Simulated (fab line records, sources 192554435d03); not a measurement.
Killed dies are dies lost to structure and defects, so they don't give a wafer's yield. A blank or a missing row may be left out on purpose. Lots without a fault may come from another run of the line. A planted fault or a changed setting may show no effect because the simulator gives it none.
Chamber matching | flow n5_finfet | N5_FIN_SAQP_HM_DEP_72 on pecvd-04: 3 sister chambers
The step deposits SiO2 from SiH4/N2O, target thk 12 nm, time 7.2 s. 6 wafers are shown with their chamber, then 7 later ones without.

WAFERS WITH THEIR CHAMBER
wafer  | chamber | showerhead_plenum_p_Torr (Torr) | heater_power_w (W)
L353.6 | 0       | 8.18                            | 709
L356.3 | 1       | 7.94                            | 669
L356.4 | 0       | 8.18                            | 757
L356.5 | 2       | 8.01                            | 788
L358.1 | 1       | 7.93                            | 712
L358.5 | 2       | 8.00                            | 828

WAFERS WITHOUT THEIR CHAMBER
wafer  | showerhead_plenum_p_Torr (Torr) | heater_power_w (W)
L358.6 | 7.93                            | 716
L372.1 | 7.97                            | 731
L372.2 | 8.00                            | 782
L372.6 | 8.01                            | 781
L373.1 | 8.16                            | 658
L373.3 | 7.99                            | 885
L373.5 | 8.01                            | 880

WHICH CHAMBER EACH WENT THROUGH
wafer  | from the rows above     | in truth
L358.6 | 1                       | 1
L372.1 | can't be placed: 1 or 2 | 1
L372.2 | 2                       | 2
L372.6 | 2                       | 2
L373.1 | 0                       | 0
L373.3 | 2                       | 2
L373.5 | 2                       | 2
Placed correctly: 6 of 7. Can't be placed from these rows: 1 (the true chamber is among the candidates in 1). Placed wrongly: 0.
How it was worked out, from the rows above alone: a wafer's distance from a chamber is the root of the sum, over the readings, of the square of ((its reading less the chamber's mean) divided by the reading's scatter). The wafer belongs to the nearest chamber; if the next one is less than 2 further off, it can't be placed. A chamber's mean is the mean of its shown wafers. The scatter: the root of (the sum of the squares of (reading less its chamber's mean) over the shown wafers, divided by (wafers less chambers)).
